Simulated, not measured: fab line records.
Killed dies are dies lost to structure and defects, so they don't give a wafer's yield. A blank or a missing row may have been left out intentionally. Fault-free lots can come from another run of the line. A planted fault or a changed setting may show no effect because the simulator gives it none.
Chamber matching ; flow nand harc ; NHARC_A_BONDPAD_STRIP_15 on rie diel-03: 4 sister chambers
The step strips in O2. 18 wafers are shown with their chamber, then 9 later ones without.

== WAFERS, EACH WITH ITS CHAMBER ==
wafer;chamber;showerhead plenum p Torr (Torr);drypump motor current A (A);throttle valve pct (%)
L179.4;1;3.37;5.22;17.033
L179.5;0;3.58;5.64;17.029
L179.6;1;3.37;5.24;17.021
L183.2;1;3.37;5.23;17.024
L183.3;0;3.58;5.63;17.044
L183.5;3;3.73;5.72;17.029
L184.1;3;3.72;5.72;17.024
L184.3;1;3.37;5.22;17.028
L184.6;2;3.71;5.63;17.040
L185.1;0;3.58;5.62;17.030
L185.3;2;3.71;5.61;17.063
L185.5;1;3.37;5.23;17.018
L188.2;1;3.37;5.23;17.027
L188.4;2;3.71;5.66;17.044
L188.5;3;3.72;5.72;17.023
L187.1;1;3.37;5.26;17.033
L187.3;2;3.71;5.65;17.045
L187.5;1;3.37;5.26;17.014

SIGNATURES, as means of the wafers listed above
reading;chamber 0;chamber 1;chamber 2;chamber 3;scatter within a chamber
showerhead plenum p Torr;3.5800;3.3700;3.7100;3.7233;0.00218
drypump motor current A;5.6300;5.2363;5.6375;5.7200;0.0157
throttle valve pct;17.03433;17.02475;17.04800;17.02533;0.00757
Rule: a wafer lies at a distance from a chamber equal to the root of the sum of squares, over the readings, of (its reading less the chamber's mean, divided by the reading's scatter). If the next closest chamber is less than 2 further off than the closest, the wafer can't be placed; otherwise it belongs to the closest. How the scatter is found: for the shown wafers, subtract from each reading the mean of its chamber, square and add these, divide the total by (wafers less chambers), then take the root.

== WAFERS WITH NO CHAMBER GIVEN ==
wafer;showerhead plenum p Torr (Torr);drypump motor current A (A);throttle valve pct (%)
L189.4;3.58;5.62;17.036
L189.5;3.37;5.23;17.048
L189.6;3.71;5.65;17.053
L191.1;3.71;5.68;17.039
L191.5;3.71;5.69;17.045
L191.6;3.72;5.71;17.038
L196.1;3.37;5.20;17.050
L196.2;3.58;5.65;17.046
L196.5;3.37;5.22;17.033

== EACH ONE'S CHAMBER ==
wafer;from the rows above;in truth
L189.4;0;0
L189.5;1;1
L189.6;2;2
L191.1;2;2
L191.5;2;2
L191.6;3;3
L196.1;1;1
L196.2;0;0
L196.5;1;1
9 of 9 placed correctly. Left unplaced by these rows: 0. Placed wrongly: 0.
